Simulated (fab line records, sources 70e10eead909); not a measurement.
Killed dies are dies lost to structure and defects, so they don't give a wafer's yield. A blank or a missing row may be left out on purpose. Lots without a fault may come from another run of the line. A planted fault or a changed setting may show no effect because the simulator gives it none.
A struck lot beside a sound one | flow nand_harc | 14 steps out of a route of 1159
Sound: wafers L667.3, L667.4, L667.6. Struck: wafer L684.4. (L684.2, L684.6 of the same lot were not struck and are left out.) The cause comes at the end.
At each step with rows: each side's tool, then ch and its chambers, then its first start. Under that, the readings that differ: sound wafers | struck wafers | difference of the means | sigmas: that difference in standard deviations of wafers without a fault.
alike: readings whose means differ by less than 2 such deviations, and words and numbers that are the same on both sides. not compared: withheld readings, readings that some wafer has no value for, bounds like >300 that may hide the same value, and numbers for which the record gives no deviation and whose values overlap.
The two part at a step that has a row with sigmas, a row that says differs or no value, or rows on one side only. Numbers that don't overlap but have no deviation are shown without sigmas and don't part them. A reading that every wafer of one side lacks parts them only if that side has two wafers or more.

first, 7 steps without rows for these wafers: NHARC_P_BONDPAD_COAT_36 (time 65 s); NHARC_P_BONDPAD_COAT_03 (resist thk 600 nm); NHARC_P_BONDPAD_SOFTBAKE_04 (time 70 s); NHARC_P_BONDPAD_EBR_05; NHARC_P_BONDPAD_EXPOSE_06 (exposes mask P BPAD); NHARC_P_BONDPAD_PEB_07 (peb time 80 s); NHARC_P_BONDPAD_DEVELOP_08 (time 50 s).
NHARC_P_BONDPAD_CD_MEAS_09: target cd 500 nm.
  sound on cd_sem-02 ch 0, day 7 11:35; struck on cd_sem-02 ch 0, day 12 02:35
  alike: cd_nm
NHARC_P_BONDPAD_OVL_MEAS_38:
  sound on overlay-01, day 7 11:40; struck on overlay-02, day 12 02:41
  reading           | sound    | struck | difference | sigmas
  overlay_x_nm (nm) | 10 10 10 | -2     | -12        | -2
  overlay_y_nm (nm) | 8 8 8    | -5     | -13        | -3
then, 1 step without rows for these wafers: NHARC_P_BONDPAD_HARDBAKE_10 (time 65 s).
NHARC_P_BONDPAD_DESCUM_11: chemistry O2, time 3 s.
  sound on rie_diel-07 ch 1,2,3, day 7 11:48; struck on rie_diel-07 ch 2, day 12 02:49
  alike: drypump_motor_current_A, oes_product_au, rf_vpp_V, showerhead_plenum_p_Torr, throttle_valve_pct
  not compared: rf_hours_counter_h
NHARC_P_BONDPAD_ETCH_37: etches the open film in N2/H2, target depth 60 nm, overetch 18 nm, time 65.91 s.
  sound on rie_diel-07 ch 0,2,3, day 7 11:52; struck on rie_diel-07 ch 1, day 12 02:54
  reading                | sound                | struck | difference | sigmas
  bias_w (W)             | 149.7 149.4 149.5    | 150.8  | +1.3       | +3
  throttle_valve_pct (%) | 14.161 14.164 14.163 | 14.194 | +0.031     | +3
  alike: drypump_motor_current_A, n2_flow_sccm, oes_product_au, rf_vpp_V, showerhead_plenum_p_Torr
  not compared: rf_hours_counter_h
NHARC_P_BONDPAD_ETCH_12: etches the open film in CHF3/O2, target depth 200 nm, time 100 s.
  sound on rie_diel-07 ch 1,2,3, day 7 11:58; struck on rie_diel-07 ch 0, day 12 02:59
  reading               | sound             | struck | difference | sigmas
  oes_product_au (a.u.) | 0.982 0.948 0.979 | 0.864  | -0.106     | -4
  alike: bias_w, drypump_motor_current_A, rf_vpp_V, showerhead_plenum_p_Torr, throttle_valve_pct
  not compared: rf_hours_counter_h
NHARC_P_BONDPAD_CD_MEAS_13:
  sound on cd_sem-01, day 7 12:06; struck on cd_sem-03, day 12 03:07
  reading    | sound             | struck | difference | sigmas
  cd_nm (nm) | 502.4 504.5 500.1 | 497.8  | -4.5       | -2

WHERE THEY PART
First at NHARC_P_BONDPAD_OVL_MEAS_38; last, within this record, at NHARC_P_BONDPAD_CD_MEAS_13.

WHY: what the simulator had put in
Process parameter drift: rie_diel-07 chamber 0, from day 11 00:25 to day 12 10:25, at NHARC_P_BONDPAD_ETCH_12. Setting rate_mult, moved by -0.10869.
